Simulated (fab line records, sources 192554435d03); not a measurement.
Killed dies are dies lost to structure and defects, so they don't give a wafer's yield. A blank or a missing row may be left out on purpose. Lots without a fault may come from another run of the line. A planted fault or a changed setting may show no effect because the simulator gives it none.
Chamber matching | flow n5_finfet | N5_BEOL_M0_SAQP_CUT_ETCH_46 on rie_diel-02: 4 sister chambers
The step etches SOC in N2/H2, target depth 135 nm, overetch 27 nm, time 202.5 s. 8 wafers are shown with their chamber, then 9 later ones without.

WAFERS WITH THEIR CHAMBER
wafer  | chamber | showerhead_plenum_p_Torr (Torr) | throttle_valve_pct (%)
L080.2 | 3       | 2.67                            | 18.02
L084.4 | 0       | 2.51                            | 17.63
L088.3 | 3       | 2.66                            | 18.03
L088.6 | 0       | 2.51                            | 17.64
L089.4 | 2       | 2.51                            | 17.92
L090.4 | 1       | 2.42                            | 17.43
L090.5 | 2       | 2.50                            | 17.91
L090.6 | 1       | 2.42                            | 17.48

WAFERS WITHOUT THEIR CHAMBER
wafer  | showerhead_plenum_p_Torr (Torr) | throttle_valve_pct (%)
L091.2 | 2.50                            | 17.92
L091.3 | 2.66                            | 18.04
L091.5 | 2.66                            | 18.03
L092.2 | 2.42                            | 17.45
L092.4 | 2.66                            | 18.04
L092.5 | 2.66                            | 18.03
L097.2 | 2.50                            | 17.94
L097.3 | 2.41                            | 17.48
L097.4 | 2.65                            | 18.05

WHICH CHAMBER EACH WENT THROUGH
wafer  | from the rows above | in truth
L091.2 | 2                   | 2
L091.3 | 3                   | 3
L091.5 | 3                   | 3
L092.2 | 1                   | 1
L092.4 | 3                   | 3
L092.5 | 3                   | 3
L097.2 | 2                   | 2
L097.3 | 1                   | 1
L097.4 | 3                   | 3
Placed correctly: 9 of 9. Can't be placed from these rows: 0. Placed wrongly: 0.
How it was worked out, from the rows above alone: a wafer's distance from a chamber is the root of the sum, over the readings, of the square of ((its reading less the chamber's mean) divided by the reading's scatter). The wafer belongs to the nearest chamber; if the next one is less than 2 further off, it can't be placed. A chamber's mean is the mean of its shown wafers. The scatter: the root of (the sum of the squares of (reading less its chamber's mean) over the shown wafers, divided by (wafers less chambers)).
